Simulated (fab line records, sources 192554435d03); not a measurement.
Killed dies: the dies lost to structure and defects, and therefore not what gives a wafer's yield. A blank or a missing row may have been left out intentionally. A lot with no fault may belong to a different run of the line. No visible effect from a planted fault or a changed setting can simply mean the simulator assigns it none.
Problem report, 8D (eight disciplines) form, completed by code | flow n5Finfet | the parts of the form that need people (team, actions taken, sign-off) are left out

== 1. THE PROBLEM ==
At N5_BEOL_M0_SAQP_ETCH_73, etchRfOnTimeS averages 39.2 s over 2 wafers from 2 lots, while fault-free wafers read 32.5 s, standard deviation 0.46. Relative to the usual mean, that is a shift of +15 standard deviations.
The step: etches SiARC in CF4, target depth 19.5 nm, time 32.5 s.
First observed at day 10 09:08: wafer L157.6, on rieDiel-01. The record holds 24 wafers of 8 lots with a number at this step. The rule behind "out" and "out of limits": a value lying over 4 standard deviations away from the usual mean. The other wafers with a number count as sound.

== 2. WHAT IT IS, AND WHAT IT ISN'T ==
question                    | is                | is not
which readings at this step | etchRfOnTimeS     | drypumpMotorCurrentA, oesProductAu, rfVppV, showerheadPlenumPTorr, throttleValvePct
which lots                  | L157, L158        | L140, L144, L145, L156, L159, L160
which wafers of those lots  | L157.6, L158.4    | L157.2, L157.4, L158.1, L158.5
read on which tools         | rieDiel-01        | rieDiel-02, rieDiel-04
when                        | from day 10 09:08 | up to then (14 sound wafers); but 8 sound wafers of L158, L159, L160 came after

== 3. SUSPECTS, AND WHAT RULES EACH OUT ==
Counting: if a tool at a process step up to the reading ran every lot that is out, it stays a suspect. Sound lots after the first of them don't rule it out here, since some wafers of a struck lot are sound.
- rieSi-04 at N5_BEOL_M0_SAQP_MANDREL1_REMOVE_100 (chemistry HBr/Cl2/O2, target a-Si, stops on SiNx, bt time 10 s): kept. It ran every lot that is out, first L157 (day 10 06:23).
- rieDiel-02 at N5_BEOL_M0_SAQP_STRIP_108 (strips in N2/H2): kept. Ran every lot that is out, first one L157 (day 10 07:34); last sound lot up to then L140 (day 5 23:54).
- rieDiel-01 at N5_BEOL_M0_SAQP_SPACER2_ETCHBACK_27 (etches SiO2 in CHF3/O2, target depth 22.5 nm, time 11.25 s): kept. Ran every lot that is out, first one L157 (day 10 08:19); last sound lot up to then L145 (day 7 05:35).
- rieDiel-01 at N5_BEOL_M0_SAQP_ETCH_73 (etches SiARC in CF4, target depth 19.5 nm, time 32.5 s): kept. Ran every lot that is out, first one L157 (day 10 09:08); last sound lot up to then L145 (day 7 06:37). Its own etchRfOnTimeS readings are out on those wafers.
- Within rieSi-04 at N5_BEOL_M0_SAQP_MANDREL1_REMOVE_100: the wafers that are out ran in chambers 0, 1; their sound lot-mates ran in chambers 2, 3.
- rieDiel-01, N5_BEOL_M0_SAQP_ETCH_73: wafers that are out in chamber 0, sound lot-mates in chambers 1, 2.
Left after counting: rieSi-04 at N5_BEOL_M0_SAQP_MANDREL1_REMOVE_100, rieDiel-02 at N5_BEOL_M0_SAQP_STRIP_108, rieDiel-01 at N5_BEOL_M0_SAQP_SPACER2_ETCHBACK_27, rieDiel-01 at N5_BEOL_M0_SAQP_ETCH_73.

== 4. THE CAUSE (what the simulator had put in) ==
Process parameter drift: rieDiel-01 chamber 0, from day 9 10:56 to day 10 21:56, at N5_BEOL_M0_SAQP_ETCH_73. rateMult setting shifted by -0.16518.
4 suspects survive the count, and this tool is in that group.

== 5. THE EFFECT CHAIN, in route order ==
Rows list readings where the struck wafers' mean (over those with a number) sits beyond 3 standard deviations from the usual. Only readings whose record carries a usual standard deviation are examined. hours: median over the lots of the time between each lot's start at the first step of this table that gives one and its start at this step. sigmas: the change, counted in usual standard deviations.
hours | step                    | reading       | usual  | on struck wafers | change | sigmas
0     | N5_BEOL_M0_SAQP_ETCH_73 | etchRfOnTimeS | 32.5 s | 39.2             | +6.7   | +15
Here are the process steps it includes:
- N5_BEOL_M0_SAQP_ETCH_73: etches SiARC in CF4, target depth 19.5 nm, time 32.5 s.
Later measuring or inspecting steps at which every struck wafer that the step has a row for has a number for every such reading, and none has moved that far: N5_BEOL_M4_RC_MEAS_101.

== 6. WHAT WOULD HAVE CAUGHT IT SOONER ==
First out-of-limits reading in this record: day 10 09:08, which is 22 hours after fault onset at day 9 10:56.
